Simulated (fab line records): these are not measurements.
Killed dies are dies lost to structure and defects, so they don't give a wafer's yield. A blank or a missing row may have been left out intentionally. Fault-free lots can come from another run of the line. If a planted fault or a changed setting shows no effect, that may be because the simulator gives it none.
Problem report, 8D (eight disciplines) form, completed by code	flow n5-finfet	the parts of the form that need people (team, actions taken, sign-off) are left out

1. THE ISSUE
Mean of time-to-endpoint-s at N5_BEOL_M7_CMP_52: 30.7 s across 5 wafers in 3 lots; on wafers with no fault it is 62.4 s (standard deviation 2.7). Measured from the usual mean, that is -12 standard deviations.
The step: polishes, stops on SiCOH lowk, t overpolish 6.9 s, target thk 80 nm.
First observed at day 11 14:56: wafer L431.6, on cmp-02. The record has a number at this step for 33 wafers belonging to 11 lots. Rule for "out", or "out of limits": more than 4 standard deviations from the usual mean. All remaining wafers that have a number are taken as sound.

2. WHAT IT IS; WHAT IT IS NOT
question	is	is not
which readings at this step	time-to-endpoint-s	motor-current-A, platen-rpm, retaining-ring-pressure-frac
which lots	L431, L433, L435	L424, L426, L430, L432, L444, L445, L446, L447
which wafers of those lots	L431.5, L431.6, L433.5, L433.6, L435.5	L431.3, L433.4, L435.2, L435.3
read on which tools	cmp-01, cmp-02, cmp-04	-
when	from day 11 14:56	up to then (13 sound wafers); but 15 sound wafers of L433, L435, L444, L445, L446, L447 came after

3. SUSPECTS, AND WHAT RULES EACH OUT
Counting: if a tool at a process step up to the reading ran every lot that is out, it stays a suspect. Sound lots after the first of them don't rule it out here, since some wafers of a struck lot are sound.
- ecd-cu-02 at N5_BEOL_M7_ECD_50 (material Cu, target thk 300 nm): kept. Ran every lot that is out, first one L431 (day 11 14:25); last sound lot up to then L432 (day 11 11:31).
After counting, what remains is ecd-cu-02 at N5_BEOL_M7_ECD_50.

4. THE CAUSE (what the simulator had put in)
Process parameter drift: ecd-cu-02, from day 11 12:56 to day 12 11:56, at N5_BEOL_M7_ECD_50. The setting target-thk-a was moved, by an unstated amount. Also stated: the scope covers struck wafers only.
The count eliminated every tool but this one.

5. THE CHAIN OF EFFECTS, in route order
Each row: a reading where the mean over the struck wafers with a number is more than 3 standard deviations away from the usual. Only readings whose record carries a usual standard deviation are examined. hours: median over the lots of the time between each lot's start at the first step of this table that gives one and its start at this step. sigmas: the change, counted in usual standard deviations.
hours	step	reading	usual	on struck wafers	change	sigmas
0	N5_BEOL_M7_CMP_52	time-to-endpoint-s	62.4 s	30.7	-31.7	-12
It contains these process steps:
- N5_BEOL_M7_CMP_52: polishes, stops on SiCOH lowk, t overpolish 6.9 s, target thk 80 nm.
At these later measuring or inspecting steps, every struck wafer for which the step has a row has a number for every such reading, and none has moved that far: N5_BEOL_M8_THK_MEAS_01.

6. WHAT WOULD HAVE CAUGHT IT SOONER
In this record no reading fell out of limits until day 11 14:56, 2 hours after the fault had begun at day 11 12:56.
Among the 3 lots that are out, L435, L433 began N5_BEOL_M7_ECD_50 on ecd-cu-02 after day 11 14:56. A hold on the tool at that time would have spared those 2.
